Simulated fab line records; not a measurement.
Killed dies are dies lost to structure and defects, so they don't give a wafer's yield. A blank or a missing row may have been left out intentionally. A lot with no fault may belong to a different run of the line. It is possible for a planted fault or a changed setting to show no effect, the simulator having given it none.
A lot that was struck, set against a sound lot -- flow nand_harc -- 15 steps out of a route of 1302
Sound: these wafers, L953.2, L953.4, L953.5. Struck: wafer L960.6; the same lot's L960.1 was not struck, so it is left out; see the end for the cause.
At each step with rows: each side's tool, then ch and its chambers, then its first start. Under that, the readings that differ: sound wafers -- struck wafers -- difference of the means -- sigmas: that difference in standard deviations of wafers without a fault.
alike: readings whose means differ by less than 2 such deviations, and words and numbers that are the same on both sides. not compared: withheld readings, readings that some wafer has no value for, bounds like >300 that may hide the same value, and numbers for which the record gives no deviation and whose values overlap.
Wherever a step has rows on one side only, a row that says differs or no value, or a row with sigmas, the two part there. Non-overlapping numbers with no deviation appear without sigmas and do not part them. A reading missing from all wafers of one side parts the sides only when that side holds two or more wafers.

NHARC_A_CHANNEL_FILL_D2_ALD_16: deposits SiO2, target thk 1.5 nm, pulse time 10 s, ald cycles 15.
  sound on ald_hk-04 ch 0,1,2, day 14 15:52; struck on ald_hk-04 ch 3, day 18 06:43
  alike: heater_power_w, precursor_pulse_height_rel
then, 2 steps without rows for these wafers: NHARC_A_CHANNEL_FILL_D2_ANNEAL_17 (time 1800 s); NHARC_A_CHANNEL_FILL_D2_CVD_18 (deposits poly-Si, target thk 3 nm).
NHARC_A_CHANNEL_FILL_D2_ETCHBACK_19: etches the open film in HBr/Cl2, target depth 5 nm, time 1.7 s.
  sound on rie_si-05 ch 1,2,3, day 15 03:08; struck on rie_si-05 ch 1, day 18 18:26
  alike: drypump_motor_current_A, oes_product_au, throttle_valve_pct
  not compared: rf_hours_counter_h
NHARC_A_CHANNEL_FILL_D2_ETCHBACK_20: etches the open film in C4F8/O2/Ar, target depth 27 nm, time 13.5 s.
  sound on rie_diel-05 ch 0,1,2, day 15 03:17; struck on rie_diel-02 ch 0, day 18 18:32
  alike: oes_product_au, rf_vpp_V, run_length_s
  not compared: rf_hours_counter_h
NHARC_A_CHANNEL_FILL_D2_STRIP_28: strips in O2, time 20 s.
  sound on rie_diel-05 ch 0,3, day 15 03:23; struck on rie_diel-02 ch 3, day 18 18:38
  alike: drypump_motor_current_A, oes_product_au, rf_vpp_V, showerhead_plenum_p_Torr, throttle_valve_pct
  not compared: rf_hours_counter_h
then, 4 steps without rows for these wafers: NHARC_A_CHANNEL_FILL_D2_PRECLEAN_21 (cleans in dHF, time 30 s); NHARC_A_CHANNEL_FILL_D2_SRD_23; NHARC_A_CHANNEL_FILL_D2_CVD_05 (deposits poly-Si, target thk 5 nm); NHARC_A_CHANNEL_FILL_D2_ANNEAL_22 (time 7200 s).
NHARC_A_CHANNEL_FILL_D2_THK_MEAS_06: measures by ellipsometry.
  struck on film_metro-01, day 19 06:05; sound on film_metro-01, day 15 12:02
  alike: thk_nm
then, 1 step without rows for these wafers: NHARC_A_CHANNEL_FILL_D2_ALD_25 (deposits SiOx, target thk 60 nm, pulse time 10 s, ald cycles 600).
NHARC_A_CHANNEL_FILL_D2_ETCHBACK_08: etches the open film in C4F8, target depth 220 nm, time 110 s.
  sound on rie_diel-05 ch 2,3, day 15 17:40; struck on rie_diel-05 ch 3, day 19 11:37
reading,sound,struck,difference,sigmas
run_length_s (s),130.7 130.6 130.7,194.8,+64.1,+99 or more
  alike: oes_product_au, rf_vpp_V
  not compared: rf_hours_counter_h
NHARC_A_CHANNEL_FILL_D2_STRIP_29: strips in O2, time 20 s.
  sound: rie_diel-05 ch 2,3; struck: rie_diel-05 ch 0
reading,sound,struck,difference,sigmas
oes_product_au (a.u.),0.996 0.972 0.993,1.012,+0.025,+2
rf_vpp_V (V),58.0 57.6 59.3,55.7,-2.6,-3
  alike: drypump_motor_current_A, showerhead_plenum_p_Torr, throttle_valve_pct
  not compared: rf_hours_counter_h
-- break in the record here, with 9 days between the starts of the struck wafers on either side (left off in module A_CHANNEL_FILL_D2, picked up again in module END, where the first step shown is number 1302 on the route) --
NHARC_END_SORT_01:
  sound on prober-01 ch 0, day 24 21:31; struck on prober-01 ch 0, day 28 21:25
  alike: killed_at_array, killed_at_other, killed_at_periphery, killed_dies, killed_open, killed_short

== WHERE THEY PART ==
Earliest at NHARC_A_CHANNEL_FILL_D2_ETCHBACK_08; latest, in this record, at NHARC_A_CHANNEL_FILL_D2_STRIP_29. Later steps at which nothing parts them and some readings are alike: NHARC_END_SORT_01.

WHY: what had been put in by the simulator
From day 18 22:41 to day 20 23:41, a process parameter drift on rie_diel-05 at NHARC_A_CHANNEL_FILL_D2_ETCHBACK_08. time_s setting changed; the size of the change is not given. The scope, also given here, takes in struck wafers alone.
